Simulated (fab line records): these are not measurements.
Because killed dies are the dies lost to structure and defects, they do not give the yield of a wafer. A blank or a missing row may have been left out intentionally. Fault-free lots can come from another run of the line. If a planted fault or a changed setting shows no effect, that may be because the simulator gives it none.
Split-lot trial    flow n5Finfet    39 wafers read from 7 lots, route of 1938 steps

## THE SPLIT ITSELF
At N5_DUMMY_GATE_ETCH_32 (etches SiO2 in CF4, target depth 3.5 nm, time 3.9 s), the setting timeS was moved away from the recipe's 3.9 s on 12 of the 39 wafers read, by +6.2% to +20.0%. For the rest of the wafers, this setting stayed at what the recipe calls for.

The reading is taken at the split's own step.

## THE READING
etch.depthNm (the simulator's own value, which no gauge read), in nm, at N5_DUMMY_GATE_ETCH_32 (etches SiO2 in CF4, target depth 3.5 nm, time 3.9 s). The file does not state a usual value for it. Across the 27 wafers here that went through the recipe, the average is 3.492 nm and the standard deviation 0.093 nm.

wafer   tool, chamber at the split  timeS as run, s  against the recipe  etch.depthNm, nm  against lot-mates on the recipe
L078.1  rieSi-03, 3                 3.9              recipe              3.403             -
L078.2  rieSi-03, 1                 3.9              recipe              3.476             -
L078.3  rieSi-03, 2                 3.9              recipe              3.491             -
L078.4  rieSi-03, 0                 3.9              recipe              3.626             -
L078.5  rieSi-03, 1                 3.9              recipe              3.482             -
L078.6  rieSi-03, 0                 3.9              recipe              3.639             -
L081.1  rieSi-03, 0                 3.9              recipe              3.645             -
L081.2  rieSi-03, 1                 4.439            +13.8%              3.998             +0.472
L081.3  rieSi-03, 2                 3.9              recipe              3.489             -
L081.4  rieSi-03, 3                 3.9              recipe              3.445             -
L081.5  rieSi-03, 2                 4.439            +13.8%              3.963             +0.437
L081.6  rieSi-03, 1                 4.439            +13.8%              3.972             +0.446
L086.1  rieSi-02, 0                 3.9              recipe              3.571             -
L086.2  rieSi-02, 1                 4.679            +20.0%              4.302             +0.747
L086.3  rieSi-02, 2                 4.679            +20.0%              4.239             +0.684
L086.4  rieSi-02, 3                 3.9              recipe              3.524             -
L086.5  rieSi-02, 2                 4.679            +20.0%              4.178             +0.623
L086.6  rieSi-02, 1                 3.9              recipe              3.57              -
L088.1  rieSi-02, 1                 3.9              recipe              3.515             -
L088.3  rieSi-02, 3                 3.9              recipe              3.474             -
L088.4  rieSi-02, 2                 3.9              recipe              3.485             -
L089.1  rieSi-03, 0                 4.278            +9.7%               4.057             +0.506
L089.2  rieSi-03, 2                 4.278            +9.7%               3.892             +0.341
L089.3  rieSi-03, 3                 3.9              recipe              3.464             -
L089.4  rieSi-03, 1                 4.278            +9.7%               3.85              +0.299
L089.5  rieSi-03, 0                 3.9              recipe              3.678             -
L089.6  rieSi-03, 1                 3.9              recipe              3.51              -
L093.1  rieSi-03, 0                 3.9              recipe              3.609             -
L093.2  rieSi-03, 3                 3.9              recipe              3.407             -
L093.3  rieSi-03, 1                 3.9              recipe              3.487             -
L093.4  rieSi-03, 2                 4.141            +6.2%               3.696             +0.195
L093.5  rieSi-03, 3                 4.141            +6.2%               3.63              +0.129
L093.6  rieSi-03, 2                 4.141            +6.2%               3.699             +0.198
L097.1  rieSi-04, 3                 3.9              recipe              3.309             -
L097.2  rieSi-04, 1                 3.9              recipe              3.345             -
L097.3  rieSi-04, 2                 3.9              recipe              3.408             -
L097.4  rieSi-04, 0                 3.9              recipe              3.444             -
L097.5  rieSi-04, 1                 3.9              recipe              3.335             -
L097.6  rieSi-04, 0                 3.9              recipe              3.448             -

FIT RESULTS
A straight line over all 39 wafers: etch.depthNm changes by +0.0375 nm for each +1% of timeS; r = +0.94; the points scatter about the line by 0.09 nm.
The same after taking each lot's own level away (the mean of its wafers on the recipe; 39 wafers): +0.0342 nm for each +1%; r = +0.96; scatter 0.07 nm.
That fit puts the effect of the largest move of timeS on the reading at 0.68 nm.
Measured against the standard deviation above, the lots' own levels, which go from 3.3815 to 3.5550 nm, span 1.9 times it.
So the lot-to-lot level changes the slope little: the two slopes agree.
Check: +0.668 nm against its lot-mates is what the line predicts for one of the wafers moved furthest among these (+20.0%) when that wafer is left out of the fit. It came out at +0.747 nm against them.

## FURTHER SPLITS ON THESE WAFERS
Other splits were also applied to these wafers ahead of the reading. Each is held against what the fit with the lots' levels taken away leaves over:
other split on the same wafers  wafers away from the commonest value  r with etch.depthNm (lot level and that fit taken away)
N5_FIN_CUT_ETCH_21 timeS        15                                    -0.05

## FILE'S OWN FIT
etch.depthNm changes by +0.0342 nm for each +1% of timeS, r = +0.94.
